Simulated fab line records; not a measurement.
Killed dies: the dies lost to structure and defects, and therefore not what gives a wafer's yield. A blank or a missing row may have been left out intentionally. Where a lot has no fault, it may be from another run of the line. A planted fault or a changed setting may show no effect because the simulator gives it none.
Matching of chambers :: flow n5-finfet :: 4 sister chambers for N5_BEOL_M1_ETCH_77 on rie-diel-02
The step etches underlayer in N2/H2, target depth 6.5 nm, time 5.2 s. 4 wafers are shown with their chamber, then 11 later ones without.

## WAFERS, EACH WITH ITS CHAMBER
wafer: L084.2
chamber: 0
showerhead-plenum-p-Torr (Torr): 2.47

wafer: L088.1
chamber: 2
showerhead-plenum-p-Torr (Torr): 2.63

wafer: L088.4
chamber: 3
showerhead-plenum-p-Torr (Torr): 2.57

wafer: L092.1
chamber: 1
showerhead-plenum-p-Torr (Torr): 2.50

## WAFERS WHOSE CHAMBER IS MISSING
wafer: L092.4
showerhead-plenum-p-Torr (Torr): 2.56

wafer: L092.5
showerhead-plenum-p-Torr (Torr): 2.50

wafer: L094.1
showerhead-plenum-p-Torr (Torr): 2.56

wafer: L094.2
showerhead-plenum-p-Torr (Torr): 2.50

wafer: L094.5
showerhead-plenum-p-Torr (Torr): 2.62

wafer: L096.1
showerhead-plenum-p-Torr (Torr): 2.56

wafer: L096.4
showerhead-plenum-p-Torr (Torr): 2.62

wafer: L096.5
showerhead-plenum-p-Torr (Torr): 2.62

wafer: L097.2
showerhead-plenum-p-Torr (Torr): 2.56

wafer: L097.3
showerhead-plenum-p-Torr (Torr): 2.46

wafer: L097.4
showerhead-plenum-p-Torr (Torr): 2.50

## EACH ONE'S CHAMBER
wafer: L092.4
from the rows above: 3
in truth: 3

wafer: L092.5
from the rows above: 1
in truth: 1

wafer: L094.1
from the rows above: 3
in truth: 3

wafer: L094.2
from the rows above: 1
in truth: 1

wafer: L094.5
from the rows above: 2
in truth: 2

wafer: L096.1
from the rows above: 3
in truth: 3

wafer: L096.4
from the rows above: 2
in truth: 2

wafer: L096.5
from the rows above: 2
in truth: 2

wafer: L097.2
from the rows above: 3
in truth: 3

wafer: L097.3
from the rows above: 0
in truth: 0

wafer: L097.4
from the rows above: 1
in truth: 1
Correct placement for 11 of the 11. Can't be placed from these rows: 0. Placed wrongly: 0.
How it was worked out, from the rows above alone: a wafer's distance from a chamber is the root of the sum, over the readings, of the square of ((its reading less the chamber's mean) divided by the reading's scatter). If the next closest chamber is less than 2 further off than the closest, the wafer can't be placed; otherwise it belongs to the closest. A chamber's mean is the mean of its shown wafers. The scatter: with one shown wafer a chamber, the root of the mean of the squares of how far each hidden wafer lies from its nearest shown one.
